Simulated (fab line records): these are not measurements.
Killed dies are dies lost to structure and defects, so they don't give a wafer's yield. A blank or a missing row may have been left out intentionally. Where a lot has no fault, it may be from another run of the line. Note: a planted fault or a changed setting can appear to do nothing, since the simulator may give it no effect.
A lot that was struck, set against a sound lot / flow n5-finfet / 14 out of 1938 route steps
Sound: these wafers, L476.4, L476.5, L476.6. Struck: wafer L491.2 (left out: L491.4, L491.5 of the same lot, which were not struck); the cause appears at the end.
Each step with rows lists, per side, the tool, then ch with its chambers, then its first start. Under that, the readings that differ: sound wafers / struck wafers / difference of the means / sigmas: that difference in standard deviations of wafers without a fault.
alike: same words and numbers on both sides, and readings whose means sit less than 2 such deviations apart. not compared: any withheld reading, any reading some wafer has no value for, any bound like >300 that may hide the same value, and any number with overlapping values for which the record gives no deviation.
Wherever a step has rows on one side only, a row that says differs or no value, or a row with sigmas, the two part there. Numbers that don't overlap but have no deviation are shown without sigmas and don't part them. Lack of a reading on every wafer of one side parts them only where that side has two or more wafers.

first, 8 steps without rows for these wafers: N5_BEOL_M5_COAT_66 (time 60 s, resist thk 12 nm); N5_BEOL_M5_COAT_74 (time 60 s, resist thk 5 nm); N5_BEOL_M5_COAT_22 (resist thk 30 nm); N5_BEOL_M5_EBR_24; N5_BEOL_M5_SOFTBAKE_23 (time 60 s); N5_BEOL_M5_EXPOSE_25 (exposes mask V4, defocus 10 nm); N5_BEOL_M5_PEB_26 (peb time 60 s); N5_BEOL_M5_DEVELOP_27 (develop time 30 s).
N5_BEOL_M5_CD_MEAS_28: target cd 30.6 nm, target cd y 20 nm.
  sound on cd-sem-01 ch 0, day 8 07:53; struck on cd-sem-03 ch 0, day 11 17:56
  alike: cd-nm
N5_BEOL_M5_OVL_MEAS_29:
  sound on overlay-02 ch 0, day 8 07:55; struck on overlay-01 ch 0, day 11 17:58
reading=V4_OVL (nm); sound=1.2 1.3 0.7; struck=-0.8; difference=-1.9; sigmas=-3
N5_BEOL_M5_INSPECT_30: inspects for defects (brightfield).
  sound on defect-inspect-02, day 8 07:58; struck on defect-inspect-01, day 11 18:01
  alike: raw-defect-count
N5_BEOL_M5_DESCUM_33: chemistry O2, time 7 s.
  sound on rie-diel-05 ch 0,1,2, day 8 08:16; struck on rie-diel-05 ch 1, day 11 18:42
  alike: chamber-pressure-mTorr, drypump-motor-current-A, oes-product-au, rf-vpp-V, showerhead-plenum-p-Torr, throttle-valve-pct
  not compared: rf-hours-counter-h
N5_BEOL_M5_ETCH_75: etches underlayer in N2/H2, target depth 6.5 nm, time 5.2 s.
  sound on rie-diel-05 ch 0,1,2, day 8 08:18; struck on rie-diel-05 ch 1, day 11 18:44
reading=drypump-motor-current-A (A); sound=6.5 6.4 5.0; struck=5.0; difference=-1.0; sigmas=-2
reading=etch-rf-on-time-s (s); sound=5.15 5.17 5.26; struck=6.61; difference=+1.42; sigmas=+20
  alike: chamber-pressure-mTorr, oes-product-au, rf-vpp-V, showerhead-plenum-p-Torr, throttle-valve-pct
  not compared: rf-hours-counter-h
N5_BEOL_M5_ETCH_67: etches SiARC in CF4, target depth 15.6 nm, time 26 s.
  sound on rie-diel-05 ch 0,1,2, day 8 08:19; struck on rie-diel-05 ch 1, day 11 18:45
  alike: chamber-pressure-mTorr, drypump-motor-current-A, etch-rf-on-time-s, mfc-ar-sccm, oes-product-au, rf-vpp-V, showerhead-plenum-p-Torr, throttle-valve-pct
  not compared: rf-hours-counter-h

== WHERE THEY PART ==
First at N5_BEOL_M5_OVL_MEAS_29; last, within this record, at N5_BEOL_M5_ETCH_75. Later steps at which nothing parts them and some readings are alike: N5_BEOL_M5_ETCH_67.

WHY: whatever the simulator had introduced
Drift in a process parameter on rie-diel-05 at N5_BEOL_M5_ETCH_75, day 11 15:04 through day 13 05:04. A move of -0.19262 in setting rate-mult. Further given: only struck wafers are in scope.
